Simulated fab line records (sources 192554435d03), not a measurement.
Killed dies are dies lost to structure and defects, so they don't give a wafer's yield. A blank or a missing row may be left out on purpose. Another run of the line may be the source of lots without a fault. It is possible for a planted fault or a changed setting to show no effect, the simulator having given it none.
Chamber matching    flow n5 finfet    4 sister chambers for N5_DUMMY_GATE_ALD_02 on ald sin-04
The step deposits SiO2, target thk 2 nm, pulse time 1 s. 27 wafers are shown with their chamber, then 12 later ones without.

== EACH WAFER AND ITS CHAMBER ==
wafer   chamber  heater power w (W)  precursor pulse height rel
L077.1  2        533                 1.029
L077.4  0        406                 0.985
L077.5  0        413                 0.985
L078.1  1        441                 0.989
L078.3  0        424                 0.997
L078.4  3        491                 0.977
L080.1  0        428                 1.025
L080.4  3        512                 1.013
L080.6  0        413                 1.007
L081.1  3        505                 0.990
L081.3  2        542                 0.999
L081.4  0        413                 0.989
L082.3  3        493                 1.010
L082.4  0        420                 0.984
L082.6  0        425                 0.975
L084.1  0        415                 0.999
L084.4  2        547                 1.002
L084.6  0        423                 1.015
L085.2  3        486                 0.975
L085.3  2        556                 0.992
L085.4  0        423                 1.000
L086.1  2        553                 1.009
L086.5  3        494                 0.959
L086.6  2        549                 1.001
L088.1  2        562                 1.031
L088.3  1        438                 0.958
L088.6  0        418                 0.995

SIGNATURES, as means of the wafers listed above
reading                     chamber 0  chamber 1  chamber 2  chamber 3  scatter within a chamber
heater power w              418.42     439.50     548.86     496.83     8.03
precursor pulse height rel  0.99633    0.97350    1.00900    0.98733    0.0166
Rule: for each reading, subtract the chamber's mean from the wafer's reading, divide by that reading's scatter and square the result; add these up over the readings and take the root, which gives the wafer's distance from the chamber. If the next closest chamber is less than 2 further off than the closest, the wafer can't be placed; otherwise it belongs to the closest. How the scatter is found: for the shown wafers, subtract from each reading the mean of its chamber, square and add these, divide the total by (wafers less chambers), then take the root.

== WAFERS WITH NO CHAMBER GIVEN ==
wafer   heater power w (W)  precursor pulse height rel
L089.2  508                 1.012
L089.3  420                 0.972
L089.6  497                 1.021
L090.3  501                 1.036
L090.4  439                 1.000
L090.5  429                 1.004
L096.2  552                 1.016
L096.4  539                 1.005
L096.5  545                 1.021
L097.2  557                 1.008
L097.3  414                 0.975
L097.6  426                 1.020

== WHICH CHAMBER EACH WENT THROUGH ==
wafer   from the rows above      in truth
L089.2  3                        3
L089.3  can't be placed: 0 or 1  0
L089.6  3                        3
L090.3  3                        3
L090.4  can't be placed: 1 or 0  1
L090.5  can't be placed: 0 or 1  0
L096.2  2                        2
L096.4  2                        2
L096.5  2                        2
L097.2  2                        2
L097.3  can't be placed: 0 or 1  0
L097.6  can't be placed: 0 or 1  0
Correct placement for 7 of the 12. Not placeable from these rows: 5 (in 5, the candidates include the true chamber). Number placed wrongly: 0.
